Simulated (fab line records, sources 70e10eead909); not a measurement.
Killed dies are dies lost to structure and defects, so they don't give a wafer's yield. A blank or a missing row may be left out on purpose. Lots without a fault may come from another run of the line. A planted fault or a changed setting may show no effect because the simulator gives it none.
A struck lot beside a sound one | flow nand_harc | 15 steps out of a route of 1302
Sound: wafers L231.1, L231.4, L231.5. Struck: wafers L236.3, L236.4, L236.5. The cause comes at the end.
At each step with rows: each side's tool, then ch and its chambers, then its first start. Under that, the readings that differ: sound wafers | struck wafers | difference of the means | sigmas: that difference in standard deviations of wafers without a fault.
alike: readings whose means differ by less than 2 such deviations, and words and numbers that are the same on both sides. not compared: withheld readings, readings that some wafer has no value for, bounds like >300 that may hide the same value, and numbers for which the record gives no deviation and whose values overlap.
The two part at a step that has a row with sigmas, a row that says differs or no value, or rows on one side only. Numbers that don't overlap but have no deviation are shown without sigmas and don't part them. A reading that every wafer of one side lacks parts them only if that side has two wafers or more.

NHARC_A_DECK1_JOINT_ETCHBACK_07: etches the open film in HBr, target depth 105 nm, time 26.9 s.
  sound on rie_si-05 ch 1,3, day 15 04:16; struck on rie_si-04 ch 0,2, day 17 00:04
  reading               | sound             | struck            | difference | sigmas
  oes_product_au (a.u.) | 0.991 0.994 0.997 | 1.011 1.018 1.017 | +0.021     | +3
  alike: bias_w, chamber_pressure_mTorr, drypump_motor_current_A, throttle_valve_pct
  not compared: rf_hours_counter_h
then, 8 steps without rows for these wafers: NHARC_A_DECK1_JOINT_ETCH_25 (etches SiO2 in dHF, target depth 0.5 nm); NHARC_A_DECK1_JOINT_ETCH_19 (etches poly-Si in TMAH, target depth 3 nm); NHARC_A_DECK1_JOINT_ETCH_18 (etches SiO2 in dHF, target depth 3 nm); NHARC_A_DECK1_JOINT_WET_08 (chemistry H3PO4, time 86 s); NHARC_A_DECK1_JOINT_ETCH_09 (etches SiO2 in dHF, target depth 5 nm); NHARC_A_DECK1_JOINT_WET_10 (chemistry H3PO4, time 86 s); NHARC_A_DECK1_JOINT_ETCH_11 (etches SiO2 in dHF, target depth 35 nm); NHARC_A_DECK1_JOINT_CVD_12 (deposits poly-Si, target thk 90 nm, time 1800 s).
NHARC_A_DECK1_JOINT_CMP_13: polishes, target thk 51.023 nm.
  sound on cmp-03 ch 1,3, day 15 18:05; struck on cmp-01 ch 0,1,3, day 17 10:25
  alike: motor_current_A, time_to_endpoint_s
NHARC_A_DECK1_JOINT_THK_MEAS_14: measures by ellipsometry.
  sound on film_metro-02, day 15 18:20; struck on film_metro-02, day 17 10:38
  alike: thk_nm
then, 1 step without rows for these wafers: NHARC_A_DECK1_JOINT_SRD_04.
NHARC_A_DECK1_JOINT_ETCHBACK_00: etches the open film in HBr, target depth 30 nm, time 17.4 s.
  sound on rie_si-05 ch 0,3, day 15 18:29; struck on rie_si-05 ch 1,2, day 17 10:45
  no value came back on the struck wafers for any of 5 readings (bias_w (W), chamber_pressure_mTorr (mTorr) and others); on the sound wafers bias_w (W) reads 60.32 59.95 60.02
  not compared: rf_hours_counter_h
then, 1 step without rows for these wafers: NHARC_A_DECK1_JOINT_PRECLEAN_30 (cleans in SC1).
-- the record jumps here: 14 days lie between the struck wafers' starts before and after (it left off in module A_DECK1_JOINT and takes up again in module END, whose first step shown is number 1302 of the route) --
NHARC_END_SORT_01:
  the record has rows for the struck wafers here (prober-02 ch 0, day 31 04:26) and none for the sound ones

WHERE THEY PART
First at NHARC_A_DECK1_JOINT_ETCHBACK_07; last, within this record, at NHARC_END_SORT_01.

WHY: what the simulator had put in
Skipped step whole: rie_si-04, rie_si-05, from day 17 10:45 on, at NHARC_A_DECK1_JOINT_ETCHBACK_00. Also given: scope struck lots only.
